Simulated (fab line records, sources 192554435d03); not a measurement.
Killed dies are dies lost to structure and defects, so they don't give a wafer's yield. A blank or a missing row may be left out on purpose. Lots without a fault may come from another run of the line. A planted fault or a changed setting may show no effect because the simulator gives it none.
fab line records | flow n5_finfet | part 1 of 2: steps 1 to 28 of 35
record lots=5 wafers=15 last_day=18
route steps=1938 shown BEOL_M5@1179 BEOL_M6@1194
lots that met no fault: from a run of the same line without faults
start_h: hours from the record's first day to the start of the lot's first wafer shown | wait_h: hours since the lot's step before | " the same as in the row above | L1.1+2: a row that stands for several wafers | - no value, or no start given | * or withheld: withheld | < > ~ a bound
route shown NAME@n: a module of which the file shows steps, and the number in the route of the first | usual: mean/standard deviation of fault-free wafers | same: alike in all rows | chamber/n: place in a boat | sites: the reading at each site | _std_site: their standard deviation | _edge_site: outer sites' mean less inner sites' | radius_mm: how far each site lies from the wafer's centre | mask NAME#n: copy n | behind: the tool/chamber that last shaped the wafer | hold: why the lot was held/for how many hours/how that ended | device: the transistor (n, p or np) that didn't switch | end of line: the same wafers' tests at the end of the route | a step without rows: its recipe alone | killed: dies lost to structure and defects at the first sort, not the wafer's yield | map: a wafer's dies, x killed, . not, _ none there
set.NAME: the setting as run; set.NAME@STEP: as run at that earlier step | model.NAME: the simulator's own value behind a step, which no gauge read
lots at some steps of the route; a table a step, a row a wafer
services: from which hour (start_h, from the record's first day; less than 0 if before it) a tool's chamber was out of use, for how many hours, and why
## steps
# step N5_BEOL_M5_SPUTTER_83
# recipe material=Cu target_thk_a=150 temp_c=-20 chamber_pressure_pa=0.07 power_w=withheld time_s=27.62
# usual throttle_valve_pct=30.0/1.3
# columns lot.wafer tool chamber start_h wait_h throttle_valve_pct
L080.1 pvd_sputter-02 - 209.00 0.5 30.5
L080.5 " - " " 32.4
L080.6 " - " " 28.4
L084.3 pvd_sputter-01 - 240.37 0.5 29.7
L084.4 " - " " 30.4
L084.6 " - " " 29.8
L091.1 pvd_sputter-02 - 270.85 0.5 32.7
L091.2 " - " " 29.0
L091.3 " - " " 28.4
L090.3 pvd_sputter-01 - 274.56 0.5 30.5
L090.4 " - " " 29.2
L090.5 " - " " 29.3
L097.2 pvd_sputter-01 - 325.44 0.5 29.6
L097.3 " - " " 30.1
L097.5 " - " " 29.8
# step N5_BEOL_M5_ANNEAL_84
# recipe temp_c=400 time_s=1800 ambient=vacuum
# usual heater_power_w=791/68
# columns lot.wafer tool chamber start_h wait_h heater_power_w
L080.1 pvd_sputter-02 - 209.08 0.0 785
L080.5 " - " " 647
L080.6 " - " " 823
L084.3 pvd_sputter-01 - 240.45 0.0 820
L084.4 " - " " 773
L084.6 " - " " 834
L091.1 pvd_sputter-02 - 270.93 0.0 657
L091.2 " - " " 999
L091.3 " - " " 834
L090.3 pvd_sputter-01 - 274.64 0.0 761
L090.4 " - " " 773
L090.5 " - " " 744
L097.2 pvd_sputter-01 - 325.52 0.0 784
L097.3 " - " " 738
L097.5 " - " " 800
# step N5_BEOL_M5_SPUTTER_88
# recipe material=Cu target_thk_a=150 temp_c=-20 chamber_pressure_pa=0.07 power_w=withheld time_s=27.62
# usual throttle_valve_pct=29.9/1.3
# columns lot.wafer tool chamber start_h wait_h throttle_valve_pct
L080.1 pvd_sputter-02 - 210.09 0.5 30.9
L080.5 " - " " 32.7
L080.6 " - " " 28.6
L084.3 pvd_sputter-01 - 241.46 0.5 29.8
L084.4 " - " " 30.2
L084.6 " - " " 30.0
L091.1 pvd_sputter-02 - 271.93 0.5 32.7
L091.2 " - " " 29.1
L091.3 " - " " 28.4
L090.3 pvd_sputter-01 - 275.65 0.5 30.4
L090.4 " - " " 29.5
L090.5 " - " " 29.1
L097.2 pvd_sputter-01 - 326.52 0.5 29.7
L097.3 " - " " 30.4
L097.5 " - " " 29.7
# step N5_BEOL_M5_ANNEAL_89
# recipe temp_c=400 time_s=1800 ambient=vacuum
# usual heater_power_w=789/70
# columns lot.wafer tool chamber start_h wait_h heater_power_w
L080.1 pvd_sputter-02 - 210.17 0.0 797
L080.5 " - " " 649
L080.6 " - " " 798
L084.3 pvd_sputter-01 - 241.54 0.0 835
L084.4 " - " " 750
L084.6 " - " " 839
L091.1 pvd_sputter-02 - 272.01 0.0 634
L091.2 " - " " 999
L091.3 " - " " 798
L090.3 pvd_sputter-01 - 275.73 0.0 742
L090.4 " - " " 740
L090.5 " - " " 744
L097.2 pvd_sputter-01 - 326.60 0.0 802
L097.3 " - " " 748
L097.5 " - " " 813
# step N5_BEOL_M5_SPUTTER_90
# recipe material=Cu target_thk_a=45 temp_c=-20 chamber_pressure_pa=0.07 power_w=withheld time_s=8.29
# usual throttle_valve_pct=30.0/1.3
# columns lot.wafer tool chamber start_h wait_h throttle_valve_pct
L080.1 pvd_sputter-02 - 211.18 0.5 30.9
L080.5 " - " " 32.6
L080.6 " - " " 28.4
L084.3 pvd_sputter-01 - 242.55 0.5 30.1
L084.4 " - " " 30.5
L084.6 " - " " 30.0
L091.1 pvd_sputter-02 - 273.02 0.5 32.5
L091.2 " - " " 29.0
L091.3 " - " " 28.6
L090.3 pvd_sputter-01 - 276.73 0.5 30.2
L090.4 " - " " 29.3
L090.5 " - " " 29.4
L097.2 pvd_sputter-01 - 327.61 0.5 29.5
L097.3 " - " " 30.4
L097.5 " - " " 29.7
# step N5_BEOL_M5_ECD_50
# recipe material=Cu target_thk_a=3000
# columns lot.wafer tool chamber start_h wait_h
L080.1+5+6 ecd_cu-01 1,0,1 211.29 0.1
L084.3+4+6 ecd_cu-01 1,0,1 242.68 0.1
L091.1+2+3 ecd_cu-02 0,1,0 273.14 0.1
L090.3+4+5 ecd_cu-01 0,1,0 276.87 0.1
L097.2+3+5 ecd_cu-02 0,0,1 327.73 0.1
# step N5_BEOL_M5_ANNEAL_51
# recipe temp_c=225 time_s=90 ambient=N2
# usual wafer_temp_C_max=225.9/0.33
# columns lot.wafer tool chamber start_h wait_h wafer_temp_C_max
L080.1 rtp_anneal-02 0 211.54 0.2 225.5
L080.5 " 0 " " 225.8
L080.6 " 0 " " 225.5
L084.3 rtp_anneal-02 0 243.00 0.3 226.0
L084.4 " 0 " " 226.1
L084.6 " 0 " " 225.3
L091.1 rtp_anneal-01 0 273.22 0.1 226.6
L091.2 " 0 " " 226.0
L091.3 " 0 " " 226.3
L090.3 rtp_anneal-01 0 277.28 0.4 226.2
L090.4 " 0 " " 226.3
L090.5 " 0 " " 226.2
L097.2 rtp_anneal-02 0 327.86 0.1 226.0
L097.3 " 0 " " 225.8
L097.5 " 0 " " 225.8
# step N5_BEOL_M5_CMP_52
# recipe stop_on=SiCOH_lowk t_overpolish_s=6.9 down_force_psi=1 platen_rpm=50 clearing_platen_down_force_psi=1.5 clearing_platen_rpm=50 post_cmp_clean=cu_alkaline target_thk_nm=62 clearing_platen_pad_velocity_m_s=0.99484 pad_velocity_m_s=0.99484
# usual barrier_field_endpoint_s=24.9/0.6 motor_current_A=6.1/0.72 overpolish_run_s=6.900/0.0093 retaining_ring_pressure_frac=1.000/0.005 time_to_endpoint_s=64/3.1
# columns lot.wafer tool chamber start_h wait_h barrier_field_endpoint_s motor_current_A overpolish_run_s retaining_ring_pressure_frac time_to_endpoint_s
L080.1 cmp-01 3 211.89 0.3 24.7 5.2 6.897 1.001 63
L080.5 " 2 " " 23.9 5.8 6.903 1.001 61
L080.6 " 3 " " 25.0 5.3 6.909 0.997 62
L084.4 cmp-04 0 243.25 0.2 25.9 5.1 6.896 1.003 67
L084.3 " 1 " " 25.0 6.8 6.890 0.992 65
L084.6 " 3 " " 26.4 4.9 6.914 0.993 74
L091.3 cmp-01 0 273.56 0.2 23.8 6.2 6.894 0.995 63
L091.2 " 1 " " 24.0 5.2 6.911 0.998 62
L091.1 " 2 " " 24.2 6.0 6.887 1.001 58
L090.3 cmp-04 1 277.58 0.3 24.0 6.1 6.904 1.004 62
L090.4 " 2 " " 25.3 6.6 6.903 1.004 63
L090.5 " 3 " " 25.9 5.0 6.901 1.002 70
L097.2 cmp-02 1 328.11 0.2 25.4 5.7 6.912 1.003 65
L097.3 " 2 " " 24.4 7.4 6.901 0.998 65
L097.5 " 2 " " 25.5 7.0 6.895 0.998 63
# step N5_BEOL_M5_THK_MEAS_53
# recipe thk_meas_gauge=xrf reads=Cu_of_BEOL_M5_ECD_50
# usual M5_THK=63.3/1.8
# columns lot.wafer tool chamber start_h wait_h M5_THK[nm]
L080.1 film_metro-01 - 212.15 - 61.1
L080.5 " - " " 60.5
L080.6 " - " " 61.6
L084.3 film_metro-02 - 243.51 - 62.7
L084.4 " - " " 64.0
L084.6 " - " " 66.5
L091.1 film_metro-01 - 273.81 - 61.7
L091.2 " - " " 62.2
L091.3 " - " " 64.7
L090.3 film_metro-01 - 277.80 - 64.8
L090.4 " - " " 62.6
L090.5 " - " " 65.5
L097.2 film_metro-02 - 328.41 - 64.2
L097.3 " - " " 64.2
L097.5 " - " " 65.2
# step N5_BEOL_M5_PRE_CLEAN_77
# recipe gas=NH3/H2 time_s=15 temp_c=* rf_power_w=300
# usual heater_power_w=83/17
# columns lot.wafer tool chamber start_h wait_h heater_power_w
L080.1 cvd_co-02 2 212.19 0.0 75
L080.5 " 1 " " 97
L080.6 " 2 " " 76
L084.3 cvd_co-01 0 243.54 0.0 101
L084.4 " 1 " " 90
L084.6 " 2 " " 52
L091.1 cvd_co-02 2 273.85 0.0 75
L091.2 " 0 " " 87
L091.3 " 1 " " 97
L090.3 cvd_co-01 1 277.83 0.0 94
L090.4 " 2 " " 51
L090.5 " 1 " " 93
L097.2 cvd_co-01 2 328.44 0.0 52
L097.3 " 0 " " 104
L097.5 " 2 " " 51
# step N5_BEOL_M5_CO_CAP_78
# recipe material=Co target_thk_a=20 temp_c=200 precursor=CCTBA/H2 pressure_torr=30 time_s=102.1
# usual heater_power_w=234/21
# columns lot.wafer tool chamber start_h wait_h heater_power_w
L080.1 cvd_co-02 2 212.23 0.0 226
L080.5 " 1 " " 250
L080.6 " 2 " " 224
L084.3 cvd_co-01 0 243.58 0.0 255
L084.4 " 1 " " 244
L084.6 " 2 " " 192
L091.1 cvd_co-02 2 273.89 0.0 224
L091.2 " 0 " " 245
L091.3 " 1 " " 247
L090.3 cvd_co-01 1 277.87 0.0 246
L090.4 " 2 " " 193
L090.5 " 1 " " 240
L097.2 cvd_co-01 2 328.48 0.0 191
L097.3 " 0 " " 257
L097.5 " 2 " " 193
# step N5_BEOL_M5_PRE_CLEAN_55
# recipe gas=NH3 time_s=15 temp_c=withheld rf_power_w=300
# columns lot.wafer tool chamber start_h wait_h
L080.1+5+6 pecvd-04 2,2,1 212.32 0.1
L084.3+4+6 pecvd-02 0,0,1 243.68 0.1
L091.1+2+3 pecvd-04 0,1,2 273.99 0.1
L090.3+4+5 pecvd-02 2,1,0 277.96 0.1
L097.2+3+5 pecvd-03 1,2,2 328.57 0.1
# step N5_BEOL_M5_DEP_56
# recipe material=SiCN target_thk_a=80 temp_c=withheld precursor=3MS/NH3 pressure_torr=3 rf_w=202 time_s=14
# usual showerhead_plenum_p_Torr=3.659/0.014 throttle_valve_pct=9.1/0.37
# columns lot.wafer tool chamber start_h wait_h showerhead_plenum_p_Torr throttle_valve_pct
L080.1 pecvd-04 2 212.34 0.0 3.640 9.3
L080.5 " 2 " " 3.648 9.4
L080.6 " 1 " " 3.661 9.0
L084.3 pecvd-02 0 243.70 0.0 3.664 9.2
L084.4 " 0 " " 3.666 9.1
L084.6 " 1 " " 3.680 9.3
L091.1 pecvd-04 0 274.02 0.0 3.664 9.5
L091.2 " 1 " " 3.647 8.9
L091.3 " 2 " " 3.637 9.3
L090.3 pecvd-02 2 277.99 0.0 3.665 8.7
L090.4 " 1 " " 3.683 9.0
L090.5 " 0 " " 3.660 9.2
L097.2 pecvd-03 1 328.60 0.0 3.666 9.1
L097.3 " 2 " " 3.690 8.6
L097.5 " 2 " " 3.679 8.7
# step N5_BEOL_M5_RS_MEAS_57
# recipe thk_meas_gauge=four-point-probe reads=Co_of_BEOL_M5_CO_CAP_78+Cu_of_BEOL_M5_ECD_50+Co_of_BEOL_M5_CVD_47+TaN_of_BEOL_M5_ALD_86
# usual M5_RS=0.384/0.012
# columns lot.wafer tool chamber start_h wait_h M5_RS[ohm/sq]
L080.1 film_metro-02 - 212.41 0.0 0.402
L080.5 " - " " 0.407
L080.6 " - " " 0.397
L084.3 film_metro-02 - 243.77 0.1 0.390
L084.4 " - " " 0.384
L084.6 " - " " 0.366
L091.1 film_metro-02 - 274.09 0.0 0.390
L091.2 " - " " 0.389
L091.3 " - " " 0.371
L090.3 film_metro-01 - 278.06 0.1 0.372
L090.4 " - " " 0.387
L090.5 " - " " 0.367
L097.2 film_metro-02 - 328.67 0.1 0.384
L097.3 " - " " 0.383
L097.5 " - " " 0.375
# step N5_BEOL_M5_INSPECT_58
# recipe inspect_instrument=darkfield mode=post_dep
# usual raw_defect_count=70/28
# columns lot.wafer tool chamber start_h wait_h raw_defect_count
L080.1 defect_inspect-01 - 212.43 0.0 43
L080.5 " - " " 23
L080.6 " - " " 57
L084.3 defect_inspect-02 - 243.79 0.0 82
L084.4 " - " " 116
L084.6 " - " " 68
L091.1 defect_inspect-01 - 274.11 0.0 94
L091.2 " - " " 85
L091.3 " - " " 85
L090.3 defect_inspect-01 - 278.08 0.0 54
L090.4 " - " " 71
L090.5 " - " " 41
L097.2 defect_inspect-02 - 328.69 0.0 71
L097.3 " - " " 70
L097.5 " - " " 43
# step N5_BEOL_M6_ILD_DEP_00
# recipe material=SiCOH_lowk target_thk_a=1797.5 temp_c=300 precursor=DEMS/porogen pressure_torr=5 rf_w=500 time_s=33.4
# usual heater_power_w=317/67 showerhead_plenum_p_Torr=5.732/0.015 throttle_valve_pct=13.9/0.47
# columns lot.wafer tool chamber start_h wait_h heater_power_w showerhead_plenum_p_Torr throttle_valve_pct
L080.1 pecvd-01 1 212.47 0.0 281 5.732 13.9
L080.5 " 1 " " 222 5.724 13.9
L080.6 " 0 " " 271 5.721 14.3
L084.3 pecvd-01 2 243.83 0.0 364 5.757 13.5
L084.4 " 1 " " 271 5.718 13.7
L084.6 " 0 " " 304 5.724 14.1
L091.1 pecvd-01 2 274.15 0.0 370 5.750 13.3
L091.2 " 1 " " 270 5.726 13.7
L091.3 " 0 " " 292 5.739 14.2
L090.3 pecvd-03 0 278.12 0.0 228 5.734 14.6
L090.4 " 1 " " 321 5.732 13.6
L090.5 " 0 " " 235 5.737 14.6
L097.2 pecvd-01 0 328.73 0.0 293 5.740 14.2
L097.3 " 1 " " 216 5.721 13.5
L097.5 " 1 " " 216 5.729 13.8
# step N5_BEOL_M6_CURE_74
# recipe temp_c=385 time_s=240 ambient=He/Ar material=SiCOH_lowk
# usual lamp_power_pct=52.30/0.052 wafer_temp_C_max=387.0/0.82
# columns lot.wafer tool chamber start_h wait_h lamp_power_pct wafer_temp_C_max
L080.1 uv_cure-02 1 212.57 0.1 52.33 387.2
L080.5 " 1 " " 52.48 386.5
L080.6 " 1 " " 52.25 386.1
L084.3 uv_cure-03 0 244.06 0.2 52.28 386.2
L084.4 " 0 " " 52.28 386.4
L084.6 " 0 " " 52.34 386.2
L091.1 uv_cure-03 1 274.21 0.0 52.35 387.7
L091.2 " 1 " " 52.26 388.7
L091.3 " 1 " " 52.24 387.9
L090.3 uv_cure-03 1 278.35 0.2 52.30 387.4
L090.4 " 1 " " 52.32 389.1
L090.5 " 1 " " 52.32 387.7
L097.2 uv_cure-02 1 328.88 0.1 52.35 386.5
L097.3 " 1 " " 52.33 386.5
L097.5 " 1 " " 52.26 385.7
# step N5_BEOL_M6_THK_MEAS_01
# recipe reads=SiCOH_lowk_of_BEOL_M6_ILD_DEP_00
# usual M6_ILD_THK=155.5/2.3
# columns lot.wafer tool chamber start_h wait_h M6_ILD_THK[nm]
L080.1 film_metro-01 - 213.08 0.4 154.0
L080.5 " - " " 155.5
L080.6 " - " " 156.4
L084.3 film_metro-01 - 244.41 0.3 156.9
L084.4 " - " " 159.5
L084.6 " - " " 157.7
L091.1 film_metro-02 - 275.21 0.8 155.0
L091.2 " - " " 155.8
L091.3 " - " " 156.2
L090.3 film_metro-01 - 278.70 0.3 158.5
L090.4 " - " " 156.0
L090.5 " - " " 160.5
L097.2 film_metro-02 - 329.31 0.4 151.5
L097.3 " - " " 153.8
L097.5 " - " " 154.2
# step N5_BEOL_M6_PECVD_70
# recipe material=SiO2 target_thk_a=200 temp_c=400 precursor=TEOS/O2 pressure_torr=5.5 rf_w=450 teos_flow_sccm=53.8 gas=O2 flow_sccm=3000 time_s=22.7
# usual heater_power_w=742/130 showerhead_plenum_p_Torr=8.76/0.064 throttle_valve_pct=22.4/0.94
# columns lot.wafer tool chamber start_h wait_h heater_power_w showerhead_plenum_p_Torr throttle_valve_pct
L080.1 pecvd-04 0 213.16 0.1 1009 8.76 22.8
L080.5 " 2 " " 901 8.65 23.0
L080.6 " 1 " " 767 8.71 21.2
L084.3 pecvd-03 0 244.44 0.0 567 8.75 24.0
L084.4 " 0 " " 550 8.74 23.6
L084.6 " 1 " " 684 8.80 22.3
L091.1 pecvd-01 2 275.24 0.0 780 8.81 21.8
L091.2 " 1 " " 607 8.69 22.3
L091.3 " 0 " " 761 8.72 22.9
L090.3 pecvd-03 0 278.74 0.0 577 8.77 23.7
L090.4 " 1 " " 722 8.78 22.1
L090.5 " 2 " " 823 8.88 20.7
L097.2 pecvd-04 1 329.35 0.0 733 8.69 21.6
L097.3 " 0 " " 945 8.77 23.0
L097.5 " 2 " " 861 8.65 23.5
# step N5_BEOL_M6_HM_DEP_02
# recipe material=TiN target_thk_a=200 temp_c=25 chamber_pressure_pa=0.49996
# usual throttle_valve_pct=29.9/1.5
# columns lot.wafer tool chamber start_h wait_h throttle_valve_pct
L080.1 pvd_sputter-02 - 213.98 0.8 28.4
L080.5 " - " " 28.3
L080.6 " - " " 31.1
L084.3 pvd_sputter-03 - 246.11 1.6 28.5
L084.4 " - " " 31.6
L084.6 " - " " 28.6
L091.1 pvd_sputter-03 - 275.63 0.4 31.1
L091.2 " - " " 27.8
L091.3 " - " " 31.5
L090.3 pvd_sputter-01 - 279.65 0.9 30.1
L090.4 " - " " 30.4
L090.5 " - " " 30.5
L097.2 pvd_sputter-03 - 330.98 1.6 31.7
L097.3 " - " " 31.0
L097.5 " - " " 27.7
# step N5_BEOL_M6_COAT_59
# recipe resist=SOC temp_c=250 time_s=60 spin_rpm=1500 resist_thk_nm=100
# columns lot.wafer tool chamber start_h wait_h
L080.1+5+6 litho_track-01 0 214.10 0.1
L084.3+4+6 litho_track-02 0 246.25 0.1
L091.1+2+3 litho_track-02 0 275.76 0.1
L090.3+4+5 litho_track-01 0 279.78 0.1
L097.2+3+5 litho_track-02 0 331.10 0.1
# step N5_BEOL_M6_COAT_60
# recipe resist=SiARC temp_c=220 time_s=60 spin_rpm=1500 resist_thk_nm=35
# columns lot.wafer tool chamber start_h wait_h
L080.1+5+6 litho_track-01 0 - -
L084.3+4+6 litho_track-02 0 - -
L091.1+2+3 litho_track-02 0 - -
L090.3+4+5 litho_track-01 0 - -
L097.2+3+5 litho_track-02 0 - -
# step N5_BEOL_M6_COAT_05
# recipe resist=CAR-ArF spin_rpm=1500 resist_thk_nm=90
# columns lot.wafer tool chamber start_h wait_h
L080.1+5+6 litho_track-01 0 - -
L084.3+4+6 litho_track-02 0 - -
L091.1+2+3 litho_track-02 0 - -
L090.3+4+5 litho_track-01 0 - -
L097.2+3+5 litho_track-02 0 - -
# step N5_BEOL_M6_EBR_07
# recipe solvent=PGMEA ebr_width_mm=1.5
# columns lot.wafer tool chamber start_h wait_h
L080.1+5+6 litho_track-01 0 - -
L084.3+4+6 litho_track-02 0 - -
L091.1+2+3 litho_track-02 0 - -
L090.3+4+5 litho_track-01 0 - -
L097.2+3+5 litho_track-02 0 - -
# step N5_BEOL_M6_SOFTBAKE_06
# recipe temp_c=110 time_s=60 resist=CAR-ArF
# columns lot.wafer tool chamber start_h wait_h
L080.1+5+6 litho_track-01 0 - -
L084.3+4+6 litho_track-02 0 - -
L091.1+2+3 litho_track-02 0 - -
L090.3+4+5 litho_track-01 0 - -
L097.2+3+5 litho_track-02 0 - -
# step N5_BEOL_M6_EXPOSE_08
# recipe mask_id=M6 na=1.35 source_shape=dipole sigma_inner=0.817 sigma_outer=0.97 polarization=te dose_mj=68.25
# same sigma_inner=0.817
# columns lot.wafer tool chamber start_h wait_h mask
L080.1+5+6 arfi_scanner-01 0 214.22 - M6#0
L084.3+4+6 arfi_scanner-02 0 246.39 - M6#0
L091.1+2+3 arfi_scanner-01 0 276.00 - M6#0
L090.3+4+5 arfi_scanner-02 0 280.04 - M6#0
L097.2+3+5 arfi_scanner-01 0 331.23 - M6#0
# step N5_BEOL_M6_PEB_09
# recipe peb_temp_c=withheld peb_time_s=60 resist=CAR-ArF
# columns lot.wafer tool chamber start_h wait_h
L080.1+5+6 litho_track-05 0 214.28 0.1
L084.3+4+6 litho_track-01 0 246.44 0.0
L091.1+2+3 litho_track-05 0 276.07 0.1
L090.3+4+5 litho_track-02 0 280.09 0.0
L097.2+3+5 litho_track-02 0 331.28 0.0
# step N5_BEOL_M6_DEVELOP_10
# recipe develop_time_s=30 developer=TMAH resist=CAR-ArF rinse_liquid=diw dry=air_spin dev_temp_c=23
# columns lot.wafer tool chamber start_h wait_h
L080.1+5+6 litho_track-05 0 - -
L084.3+4+6 litho_track-01 0 - -
L091.1+2+3 litho_track-05 0 - -
L090.3+4+5 litho_track-02 0 - -
L097.2+3+5 litho_track-02 0 - -
